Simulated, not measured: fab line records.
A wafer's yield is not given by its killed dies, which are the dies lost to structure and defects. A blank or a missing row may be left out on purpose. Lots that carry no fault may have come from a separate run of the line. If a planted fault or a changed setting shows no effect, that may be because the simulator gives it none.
fab line records	flow nand-harc
[record] lots = 5	wafers = 15	last-day = 32
route steps=1302 shown P_CONTACT@217 END@1302
lots untouched by any fault: they come from a run of this same line in which no faults occurred
start-h: hours from the record's first day to the start of the lot's first wafer shown	wait-h: hours from the lot's prior step to this one	" same as the row above	L1.1+2: a row that stands for several wafers	- no value, or no start given	* or withheld: withheld	< > ~ a bound
route shown NAME@n: a module of which the file shows steps, and the number in the route of the first	usual: mean/standard deviation taken from wafers without a fault	same: alike in all rows	chamber/n: place in a boat	sites: readings site by site	_std_site: standard deviation across them	_edge_site: the outer-site mean with the inner-site mean subtracted	radius-mm: for every site, how far away it sits from the centre of the wafer	mask NAME#n: copy n	behind: tool/chamber where the wafer was last shaped	hold: the reason the lot was held/the length of the hold in hours/how it ended	device: names the non-switching transistor (n, p or np)	end of line: tests of these same wafers at the route's end	where a step has no rows: the recipe by itself	killed: not the wafer's yield, but the dies lost to structure and defects at the first sort	map: a wafer's dies, marking killed ones x, the rest . and places with no die _
set.NAME: the setting as run; set.NAME@STEP: as run at that earlier step	model.NAME: the simulator's own value behind a step, which no gauge read
certain route steps with their lots: each step a table, each wafer a row
services: a tool's chamber out of use, with start hour (start-h, from the record's first day; less than 0 if before it), hours out, and reason
[[steps]]
[step NHARC_P_CONTACT_DEP_30]
[recipe] target-thk-a = 300	temp-c = 400	target-thk-nm = 30	flow-sccm = 200	rf-w = 450	material = SiNx
[usual] heater-power-w = 656/70	rf-fwd-power-W = 448.9/1.4
lot.wafer	tool	chamber	start-h	wait-h	heater-power-w	rf-fwd-power-W
L558.2	pecvd-02	0	178.37	0.1	651	449.1
L558.4	"	1	"	"	554	449.8
L558.5	"	2	"	"	624	448.6
L559.2	pecvd-04	0	184.71	0.1	618	446.5
L559.6	"	1	"	"	656	446.5
L559.4	"	2	"	"	608	451.4
L561.1	pecvd-01	1	202.03	0.1	730	446.6
L561.3	"	0	"	"	745	450.7
L561.6	"	0	"	"	753	449.5
L570.1	pecvd-02	1	301.34	0.1	601	450.0
L570.2	"	2	"	"	801	447.4
L570.4	"	0	"	"	650	450.1
L574.3	pecvd-04	0	332.13	0.1	728	447.1
L574.1	"	1	"	"	608	451.5
L574.6	"	0	"	"	738	447.7
[step NHARC_P_CONTACT_DEP_00]
[recipe] target-thk-a = 5000	temp-c = 400	pressure-torr = 6.5	rf-w = 900	teos-flow-sccm = 161.4	flow-sccm = 2650	target-thk-nm = 500	gas = O2	material = SiO2
[usual] heater-power-w = 496/71	rf-fwd-power-W = 898.2/2.5	showerhead-vpp-V = 1846/95	throttle-valve-pct = 16.2/0.46
lot.wafer	tool	chamber	start-h	wait-h	heater-power-w	rf-fwd-power-W	showerhead-vpp-V	throttle-valve-pct
L558.2	pecvd-02	0	-	-	460	899.5	1929	17.0
L558.4	"	1	"	"	450	901.6	2001	16.5
L558.5	"	2	"	"	538	901.9	1854	15.8
L559.2	pecvd-04	0	-	-	539	901.3	1678	17.0
L559.6	"	1	"	"	385	897.5	1839	16.3
L559.4	"	2	"	"	531	900.9	1778	15.9
L561.1	pecvd-01	1	-	-	515	896.8	1822	15.4
L561.3	"	0	"	"	626	895.6	1869	15.9
L561.6	"	0	"	"	478	902.6	1851	15.7
L570.1	pecvd-02	1	-	-	347	900.5	1932	15.5
L570.2	"	2	"	"	643	902.4	1869	15.7
L570.4	"	0	"	"	494	899.4	1934	16.3
L574.3	pecvd-04	0	-	-	518	900.1	1664	16.4
L574.1	"	1	"	"	452	896.5	1861	15.9
L574.6	"	0	"	"	550	895.5	1677	16.9
[step NHARC_P_CONTACT_CMP_01]
[recipe] target-thk-nm = 200	material = SiO2
[step NHARC_P_CONTACT_SRD_03]
[step NHARC_P_CONTACT_DEHYDRATE_04]
[recipe] temp-c = 150	time-s = 120
[step NHARC_P_CONTACT_HMDS_05]
[recipe] time-s = 30
[step NHARC_P_CONTACT_COAT_33]
[recipe] temp-c = 260	time-s = 75
[step NHARC_P_CONTACT_COAT_34]
[recipe] temp-c = 225	time-s = 65
[step NHARC_P_CONTACT_COAT_06]
[recipe] spin-rpm = 1500	resist-thk-nm = 90
[step NHARC_P_CONTACT_SOFTBAKE_07]
[recipe] temp-c = 105	time-s = 55
[step NHARC_P_CONTACT_EBR_08]
[step NHARC_P_CONTACT_EXPOSE_09]
[recipe] na = 1.35	target-cd-nm = 90	dose-mj = 81.26	mask-id = P_CA
[usual] stage-vel-mm-s = 500.00/0.24
lot.wafer	tool	chamber	start-h	wait-h	mask	stage-vel-mm-s
L558.2	arfi-scanner-01	0	179.58	-	P_CA#0	500.01
L558.4	"	0	"	"	P_CA#0	499.69
L558.5	"	0	"	"	P_CA#0	499.86
L559.2	arfi-scanner-03	0	186.04	-	P_CA#0	500.31
L559.4	"	0	"	"	P_CA#0	500.03
L559.6	"	0	"	"	P_CA#0	500.04
L561.1	arfi-scanner-03	0	203.31	-	P_CA_R1#0	499.72
L561.3	"	0	"	"	P_CA_R1#0	500.18
L561.6	"	0	"	"	P_CA_R1#0	499.86
L570.1	arfi-scanner-02	0	302.75	-	P_CA#0	500.15
L570.2	"	0	"	"	P_CA#0	500.09
L570.4	"	0	"	"	P_CA#0	499.84
L574.1	arfi-scanner-02	0	333.49	-	P_CA#0	499.97
L574.3	"	0	"	"	P_CA#0	499.88
L574.6	"	0	"	"	P_CA#0	500.34
[step NHARC_P_CONTACT_PEB_10]
[recipe] peb-temp-c = 100	peb-time-s = 65
[step NHARC_P_CONTACT_DEVELOP_11]
[recipe] develop-time-s = 35	dev-temp-c = 23
[step NHARC_P_CONTACT_CD_MEAS_12]
[recipe] target-cd-nm = 90	landing-energy-ev = 500
[usual] cd-nm = 90.1/0.51
lot.wafer	tool	chamber	start-h	wait-h	cd-nm
L558.2	cd-sem-01	0	179.72	-	89.4
L558.4	"	0	"	"	90.5
L558.5	"	0	"	"	90.0
L559.2	cd-sem-01	0	186.18	-	91.3
L559.4	"	0	"	"	91.2
L559.6	"	0	"	"	91.2
L561.1	cd-sem-03	0	203.45	-	91.8
L561.3	"	0	"	"	92.4
L561.6	"	0	"	"	92.0
L570.1	cd-sem-01	0	302.89	-	90.2
L570.2	"	0	"	"	90.6
L570.4	"	0	"	"	90.0
L574.1	cd-sem-03	0	333.63	-	89.6
L574.3	"	0	"	"	90.4
L574.6	"	0	"	"	90.3
[step NHARC_P_CONTACT_OVL_MEAS_13]
[usual] overlay-x-nm = 0.1/0.83	overlay-y-nm = -0.4/0.76
lot.wafer	tool	chamber	start-h	wait-h	overlay-x-nm	overlay-y-nm
L558.2	overlay-01	-	179.81	-	0.5	0.9
L558.4	"	-	"	"	0.4	0.5
L558.5	"	-	"	"	-0.1	0.8
L559.2	overlay-02	-	186.27	-	0.8	0.4
L559.4	"	-	"	"	0.9	-0.1
L559.6	"	-	"	"	0.2	0.3
L561.1	overlay-02	-	203.54	-	-1.3	0.5
L561.3	"	-	"	"	-0.4	-0.2
L561.6	"	-	"	"	-1.1	0.3
L570.1	overlay-02	-	302.98	-	0.2	-0.5
L570.2	"	-	"	"	0.7	-0.5
L570.4	"	-	"	"	0.1	-0.4
L574.1	overlay-02	-	333.72	-	1.0	-0.9
L574.3	"	-	"	"	0.8	-0.5
L574.6	"	-	"	"	1.1	-0.3
[step NHARC_P_CONTACT_INSPECT_14]
[usual] raw-defect-count = 3.8/2.4
lot.wafer	tool	chamber	start-h	wait-h	raw-defect-count
L558.2	defect-inspect-02	-	179.84	0.0	2
L558.4	"	-	"	"	2
L558.5	"	-	"	"	8
L559.2	defect-inspect-02	-	186.30	0.0	3
L559.4	"	-	"	"	3
L559.6	"	-	"	"	4
L561.1	defect-inspect-01	-	203.57	0.0	2
L561.3	"	-	"	"	2
L561.6	"	-	"	"	1
L570.1	defect-inspect-01	-	303.02	0.0	2
L570.2	"	-	"	"	6
L570.4	"	-	"	"	3
L574.1	defect-inspect-02	-	333.76	0.0	3
L574.3	"	-	"	"	1
L574.6	"	-	"	"	2
[step NHARC_P_CONTACT_DESCUM_17]
[recipe] time-s = 3	o2-flow-sccm = 200	ar-flow-sccm = 0	bias-power-w = 0	chemistry = O2
[usual] drypump-motor-current-A = 5.7/0.49	oes-product-au = 1.001/0.007	rf-vpp-V = 57.8/0.93	showerhead-plenum-p-Torr = 1.92/0.083	throttle-valve-pct = 11.311/0.0089
lot.wafer	tool	chamber	start-h	wait-h	drypump-motor-current-A	oes-product-au	rf-hours-counter-h	rf-vpp-V	showerhead-plenum-p-Torr	throttle-valve-pct	model.P_CONTACT.cd-nm
L558.2	rie-diel-11	1	179.91	0.1	5.4	1.008	3.5	57.1	1.81	11.313	89.83
L558.4	"	2	"	"	6.3	1.001	3.4	59.5	1.98	11.316	90.17
L558.5	"	0	"	"	6.6	0.997	-	59.2	1.88	11.323	90.02
L559.2	rie-diel-11	2	186.37	0.1	6.3	0.997	3.8	59.6	1.98	11.313	91.58
L559.4	"	0	"	"	6.6	1.001	2.0	57.8	1.88	11.321	91.58
L559.6	"	1	"	"	5.4	0.997	-	57.6	1.81	11.313	91.35
L561.3	rie-diel-10	1	203.64	0.1	5.4	1.004	8.7	59.3	1.98	11.303	92.03
L561.1	"	0	"	"	6.2	1.005	10.1	58.7	2.02	11.306	92.04
L561.6	"	1	"	"	5.4	0.992	-	58.8	1.98	11.305	91.68
L570.4	rie-diel-11	2	303.08	0.1	6.3	1.010	0.7	58.8	1.98	11.313	90.55
L570.2	"	3	"	"	4.9	0.993	0.6	57.1	2.01	11.296	90.1
L570.1	"	0	"	"	6.6	1.008	0.6	56.9	1.88	11.312	90.24
L574.3	rie-diel-06	1	333.83	0.1	5.8	1.011	0.4	59.4	1.79	11.336	91.25
L574.1	"	3	"	"	5.7	1.019	0.3	58.3	1.92	11.322	89.79
L574.6	"	0	"	"	5.4	1.008	-	58.7	1.84	11.313	90.73
[step NHARC_P_CONTACT_ETCH_35]
[recipe] target-depth-a = 390	over-etch-frac = 0.3	time-s = 65	ion-energy-ev = 80	cf4-flow-sccm = 150	ar-flow-sccm = 0	rf-w = 300	bias-w = 100	chemistry = CF4
[usual] drypump-motor-current-A = 5.7/0.49	oes-product-au = 0.999/0.0083	rf-fwd-power-W = 297.1/1.1	rf-vpp-V = 151.2/1.1	showerhead-plenum-p-Torr = 1.77/0.071	throttle-valve-pct = 13.285/0.0086
lot.wafer	tool	chamber	start-h	wait-h	drypump-motor-current-A	oes-product-au	rf-fwd-power-W	rf-hours-counter-h	rf-vpp-V	showerhead-plenum-p-Torr	throttle-valve-pct
L558.4	rie-diel-11	2	179.99	0.1	6.3	1.005	299.1	3.4	153.1	1.83	13.281
L558.2	"	0	"	"	6.6	1.005	296.4	1.7	150.2	1.74	13.268
L558.5	"	2	"	"	6.3	1.012	297.7	-	151.0	1.83	13.295
L559.2	rie-diel-11	1	186.45	0.1	5.4	0.994	296.3	3.8	150.0	1.68	13.270
L559.4	"	0	"	"	6.6	0.999	296.7	2.0	151.6	1.74	13.293
L559.6	"	2	"	"	6.3	1.001	297.4	-	151.5	1.83	13.284
L561.1	rie-diel-10	1	203.75	0.1	5.4	0.997	297.4	8.7	150.9	1.83	13.278
L561.3	"	3	"	"	5.9	1.017	298.5	8.3	151.2	1.81	13.293
L561.6	"	0	"	"	6.2	1.006	296.0	-	152.7	1.86	13.286
L570.2	rie-diel-11	2	303.17	0.1	6.3	1.006	296.9	0.7	151.6	1.83	13.260
L570.1	"	3	"	"	4.9	1.012	296.6	0.6	152.6	1.85	13.286
L570.4	"	1	"	"	5.4	1.000	295.5	0.8	150.7	1.68	13.274
L574.3	rie-diel-06	0	333.91	0.1	5.3	0.987	300.0	0.4	151.0	1.71	13.289
L574.1	"	1	"	"	5.8	0.980	298.3	0.4	151.2	1.66	13.278
L574.6	"	3	"	"	5.6	1.000	298.0	-	150.3	1.77	13.286
[step NHARC_P_CONTACT_ETCH_36]
[recipe] target-depth-a = 2600	over-etch-frac = 0.25	time-s = 406.25	ion-energy-ev = 200	n2-flow-sccm = 150	h2-flow-sccm = 150	ar-flow-sccm = 0	rf-w = 400	bias-w = 150	chemistry = N2/H2
[usual] drypump-motor-current-A = 5.7/0.49	oes-product-au = 0.999/0.0071	rf-fwd-power-W = 399.3/1.2	rf-vpp-V = 430.4/2.6	showerhead-plenum-p-Torr = 2.04/0.092	throttle-valve-pct = 14.170/0.0093
lot.wafer	tool	chamber	start-h	wait-h	drypump-motor-current-A	oes-product-au	rf-fwd-power-W	rf-hours-counter-h	rf-vpp-V	showerhead-plenum-p-Torr	throttle-valve-pct
L558.2	rie-diel-11	2	-	-	6.3	1.008	399.3	3.5	432.2	2.12	14.166
L558.4	"	3	"	"	4.9	1.001	400.3	3.4	435.4	2.15	14.163
L558.5	"	3	"	"	4.9	0.994	397.6	-	433.7	2.15	14.179
L559.2	rie-diel-11	2	-	-	6.3	0.996	399.2	3.9	433.2	2.12	14.167
L559.4	"	1	"	"	5.4	0.990	396.8	3.9	428.1	1.93	14.176
L559.6	"	2	"	"	6.3	0.995	400.6	-	432.3	2.12	14.161
L561.1	rie-diel-10	0	-	-	6.2	0.991	397.2	10.2	432.2	2.16	14.166
L561.3	"	3	"	"	5.9	0.999	398.6	8.4	431.1	2.10	14.166
L561.6	"	1	"	"	5.4	0.997	400.2	-	433.0	2.12	14.189
L570.1	rie-diel-11	1	-	-	5.4	1.005	397.9	0.8	428.9	1.93	14.165
L570.2	"	2	"	"	6.3	1.003	401.2	0.8	433.5	2.12	14.162
L570.4	"	0	"	"	6.6	0.996	400.0	0.7	430.6	2.00	14.176
L574.3	rie-diel-06	3	-	-	5.6	1.012	398.3	0.4	429.6	2.04	14.148
L574.1	"	1	"	"	5.8	0.987	400.0	0.5	426.5	1.90	14.174
L574.6	"	3	"	"	5.6	1.001	397.7	-	431.6	2.04	14.178
[step NHARC_P_CONTACT_ETCH_18]
[recipe] target-depth-a = 4810	time-s = 240.5	c4f8-flow-sccm = 20	o2-flow-sccm = 10	ar-flow-sccm = withheld	rf-w = 600	bias-w = 1500	chemistry = C4F8/O2/Ar
[usual] oes-product-au = 0.958/0.02	rf-fwd-power-W = 598.3/1.9	rf-vpp-V = 978/5.9
lot.wafer	tool	chamber	start-h	wait-h	oes-product-au	rf-fwd-power-W	rf-hours-counter-h	rf-vpp-V
L558.4	rie-diel-11	3	-	-	0.986	594.8	3.6	983
L558.2	"	0	"	"	0.962	599.2	1.9	976
L558.5	"	3	"	"	0.984	595.3	-	985
L559.2	rie-diel-11	2	-	-	0.929	600.5	4.1	983
L559.4	"	1	"	"	0.926	596.3	4.0	971
L559.6	"	2	"	"	0.928	604.9	-	982
L561.3	rie-diel-10	1	-	-	0.963	599.6	9.0	984
L561.1	"	3	"	"	0.969	600.8	8.6	981
L561.6	"	1	"	"	0.971	597.0	-	983
L570.2	rie-diel-11	2	-	-	0.974	599.2	1.0	983
L570.1	"	3	"	"	0.966	596.5	0.7	985
L570.4	"	0	"	"	0.967	598.9	0.8	976
L574.3	rie-diel-06	1	-	-	0.959	597.7	0.6	970
L574.1	"	3	"	"	0.984	598.0	0.6	978
L574.6	"	1	"	"	0.954	599.2	-	971
[step NHARC_P_CONTACT_STRIP_37]
[recipe] c4f8-flow-sccm = withheld	o2-flow-sccm = 8	ar-flow-sccm = withheld	bias-w = 0	chemistry = C4F8/O2/Ar
[step NHARC_P_CONTACT_ETCH_31]
[recipe] target-depth-a = 300	time-s = 85.7	ion-energy-ev = 120	over-etch-frac = 1	ch3f-flow-sccm = 50	o2-flow-sccm = 30	ar-flow-sccm = 200	rf-w = 500	bias-w = 100	chemistry = CH3F/O2
[usual] drypump-motor-current-A = 5.7/0.49	oes-product-au = 0.977/0.012	rf-fwd-power-W = 496.2/1.8	rf-vpp-V = 244.4/1.5	showerhead-plenum-p-Torr = 2.46/0.1	throttle-valve-pct = 20.662/0.0095
lot.wafer	tool	chamber	start-h	wait-h	drypump-motor-current-A	oes-product-au	rf-fwd-power-W	rf-hours-counter-h	rf-vpp-V	showerhead-plenum-p-Torr	throttle-valve-pct	model.P_CONTACT.cd-nm
L558.4	rie-diel-11	0	-	-	6.6	0.982	495.5	2.0	243.4	2.42	20.657	91.18
L558.2	"	1	"	"	5.4	0.979	495.9	3.7	242.3	2.33	20.680	88.8
L558.5	"	0	"	"	6.6	0.973	496.5	-	244.1	2.42	20.668	89.91
L559.4	rie-diel-11	3	-	-	4.9	0.961	495.5	4.1	244.3	2.58	20.665	91.27
L559.2	"	0	"	"	6.6	0.962	495.9	2.2	243.7	2.42	20.668	90.11
L559.6	"	3	"	"	4.9	0.980	494.8	-	245.4	2.58	20.665	90.85
L561.1	rie-diel-10	3	-	-	5.9	0.993	496.8	8.7	244.9	2.52	20.656	92.02
L561.3	"	0	"	"	6.2	0.979	495.3	10.5	245.6	2.60	20.659	91.5
L561.6	"	0	"	"	6.2	0.980	497.4	-	247.0	2.60	20.652	91.84
L570.4	rie-diel-11	1	-	-	5.4	0.987	496.1	1.1	242.3	2.33	20.658	90.41
L570.1	"	2	"	"	6.3	0.980	500.3	1.1	244.4	2.54	20.661	90.96
L570.2	"	3	"	"	4.9	0.970	493.5	0.8	244.7	2.58	20.656	90.48
L574.1	rie-diel-06	3	-	-	5.6	0.982	498.1	0.7	245.4	2.46	20.665	88.76
L574.3	"	1	"	"	5.8	0.973	496.2	0.7	242.2	2.30	20.691	91.44
L574.6	"	3	"	"	5.6	0.988	497.3	-	243.9	2.46	20.669	88.87
[step NHARC_P_CONTACT_CD_MEAS_19]
[usual] cd-nm = 90.0/0.99
lot.wafer	tool	chamber	start-h	wait-h	cd-nm
L558.2	cd-sem-01	-	180.78	-	89.1
L558.4	"	-	"	"	91.5
L558.5	"	-	"	"	89.9
L559.2	cd-sem-02	-	187.24	-	90.2
L559.4	"	-	"	"	91.2
L559.6	"	-	"	"	90.8
L561.1	cd-sem-02	-	204.65	-	91.4
L561.3	"	-	"	"	91.2
L561.6	"	-	"	"	92.0
L570.1	cd-sem-01	-	303.95	-	91.0
L570.2	"	-	"	"	90.4
L570.4	"	-	"	"	90.5
L574.1	cd-sem-03	-	334.68	-	88.5
L574.3	"	-	"	"	91.2
L574.6	"	-	"	"	88.9
[step NHARC_END_SORT_01]
[recipe] temp-c = 25
[usual] killed-at-array = 50/17	killed-at-other = 0.7/1	killed-at-periphery = 3.4/2.4	killed-dies = 54/17	killed-open = 3.3/1.7	killed-short = 2.5/1.6
[same] gross-dies = 677
lot.wafer	tool	chamber	start-h	wait-h	killed-at-array	killed-at-other	killed-at-periphery	killed-dies	killed-open	killed-short
L558.2	prober-02	0	618.29	2.8	26	0	3	29	1	0
L558.4	prober-02	0	619.90	3.4	33	0	2	35	0	0
L558.5	prober-02	0	620.70	3.7	30	0	7	37	4	3
L559.2	prober-01	0	620.81	2.8	30	0	4	34	0	3
L559.4	prober-01	0	622.38	3.4	40	0	5	45	4	5
L559.6	prober-01	0	623.95	3.9	21	0	7	28	2	5
L574.1	prober-01	0	771.09	2.5	28	1	2	31	6	4
L574.3	prober-01	0	772.67	3.1	22	1	0	23	2	1
L574.6	prober-01	0	775.04	3.9	30	4	3	37	6	1
// killed by level:class
L558.2 A_CHANNEL_HOLE_D2:chamber-film-flake=15 A_CHANNEL_HOLE_D1:chamber-film-flake=3 A_STAIRCASE:chamber-film-flake=3 A_CONTACT:chamber-film-flake=2 A_ONON_D1:geometric-particle:open=1 P_ZERO_WELL:chamber-film-flake=1 P_M1:chamber-film-flake=1 P_M2:chamber-film-flake=1
L558.4 A_CHANNEL_HOLE_D2:chamber-film-flake=18 A_STAIRCASE:chamber-film-flake=4 A_M1:chamber-film-flake=4 A_CHANNEL_HOLE_D1:chamber-film-flake=3 A_CONTACT:chamber-film-flake=2 P_ZERO_WELL:chamber-film-flake=1 P_GATE:chamber-film-flake=1 A_CHANNEL_FILL_D1:chamber-film-flake=1
L558.5 A_CHANNEL_HOLE_D2:chamber-film-flake=14 A_STAIRCASE:chamber-film-flake=3 A_CONTACT:chamber-film-flake=3 A_M1:chamber-film-flake=3 A_CHANNEL_FILL_D2:geometric-particle:short=2 P_ZERO_WELL:chamber-film-flake=2 P_M2:chamber-film-flake=2 P_STI:geometric-particle:open=1
L559.2 A_CHANNEL_HOLE_D2:chamber-film-flake=7 A_ZERO_WELL:chamber-film-flake=5 A_CONTACT:chamber-film-flake=5 A_STAIRCASE:chamber-film-flake=4 P_GATE:chamber-film-flake=3 A_CHANNEL_HOLE_D1:chamber-film-flake=3 A_ONON_D2:geometric-particle:short=2 A_CHANNEL_FILL_D2:geometric-particle:short=1
L559.4 A_CHANNEL_HOLE_D2:chamber-film-flake=13 A_CONTACT:chamber-film-flake=6 A_SLIT:chamber-film-flake=4 A_CHANNEL_HOLE_D1:chamber-film-flake=3 A_STAIRCASE:chamber-film-flake=3 A_DECK1_JOINT:geometric-particle:short=2 A_WL_FILL:geometric-particle:short=2 P_M0:chamber-film-flake=2
L559.6 A_CHANNEL_HOLE_D2:chamber-film-flake=8 A_SLIT:chamber-film-flake=5 A_WL_FILL:geometric-particle:short=3 P_GATE:chamber-film-flake=2 P_GATE:geometric-particle:open=1 P_CONTACT:geometric-particle:short=1 A_SOURCE_PLATE:geometric-particle:short=1 A_ONON_D2:geometric-particle:open=1
L574.1 A_STAIRCASE:chamber-film-flake=9 A_SLIT:chamber-film-flake=4 A_CHANNEL_FILL_D1:geometric-particle:short=2 A_M0:geometric-particle:open=2 A_CHANNEL_FILL_D1:geometric-particle:open=1 A_ONON_D2:geometric-particle:short=1 A_CHANNEL_FILL_D2:geometric-particle:short=1 A_WL_FILL:geometric-particle:open=1
L574.3 A_STAIRCASE:chamber-film-flake=7 A_CONTACT:chamber-film-flake=4 A_CHANNEL_HOLE_D2:chamber-film-flake=2 A_SLIT:chamber-film-flake=2 A_CHANNEL_HOLE_D1:geometric-particle:short=1 A_CHANNEL_FILL_D2:geometric-particle:open=1 A_SLIT:geometric-particle:open=1 A_ZERO_WELL:chamber-film-flake=1
L574.6 A_SLIT:chamber-film-flake=13 A_STAIRCASE:chamber-film-flake=8 THIN_TSV:chamber-film-flake=4 A_ZERO_WELL:chamber-film-flake=2 P_GATE:geometric-particle:open=1 P_CONTACT:geometric-particle:open=1 A_CHANNEL_HOLE_D1:geometric-particle:open=1 A_DECK1_JOINT:geometric-particle:open=1
[[services]]
tool	chamber	start-h	hours	kind
rie-diel-11	1	155.79	2.1	repair
pecvd-02	-	161.61	1.2	repair
arfi-scanner-02	-	169.83	3.1	repair
pecvd-02	-	175.42	1.7	repair
rie-diel-10	2	176.43	4.4	repair
rie-diel-10	3	190.67	5.9	repair
arfi-scanner-03	-	193.39	0.3	repair
arfi-scanner-03	-	196.00	4.0	pm
rie-diel-10	2	200.29	5.1	repair
rie-diel-06	2	203.34	4.1	repair
rie-diel-06	3	207.81	4.1	repair
pecvd-04	-	224.24	1.5	repair
pecvd-02	-	227.00	13.0	pm
pecvd-04	0	235.60	22.7	repair
pecvd-01	-	237.62	84.5	repair
rie-diel-06	1	241.51	1.5	repair
rie-diel-10	-	242.50	9.0	pm
pecvd-04	1	243.08	8.4	repair
rie-diel-11	-	255.50	9.0	pm
pecvd-04	-	269.02	13.0	pm
arfi-scanner-03	-	291.66	0.8	repair
rie-diel-06	-	307.20	9.0	pm
arfi-scanner-02	-	312.00	4.0	pm
rie-diel-10	0	325.27	2.8	repair
[[key]]
[first-sign] step = NHARC_P_CONTACT_EXPOSE_09	reading = mask	direction = changed
[effect] step = NHARC_P_CONTACT_CD_MEAS_12	reading = cd-nm	direction = up	sigmas = 4	usual = 90.1	struck = 92.1
[model-effect] step = NHARC_P_CONTACT_DESCUM_17	value = P_CONTACT.cd-nm	without = 89.86	struck = 91.92
[model-effect] step = NHARC_P_CONTACT_ETCH_31	value = P_CONTACT.cd-nm	without = 89.73	struck = 91.79
met-at NHARC_P_CONTACT_EXPOSE_09
struck-wafers L561.1,L561.3,L561.6
tester-left-out L561
onset-between 186.04 203.31
[fault] kind = wrong-mask	tool = any	chamber = -	onset-h = 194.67	steps = NHARC_P_CONTACT_EXPOSE_09	aux-copy = P_CA_R1#0	cd-offset-nm = 2.0569	scope = struck-lots-only
// tester-left-out: of these lots the tester's yield and bins aren't shown, on N5 and GAA mostly nor the transistor test; their killed dies are dies lost to structure and defects alone, not to doping, threshold or leakage, so they don't give the yield
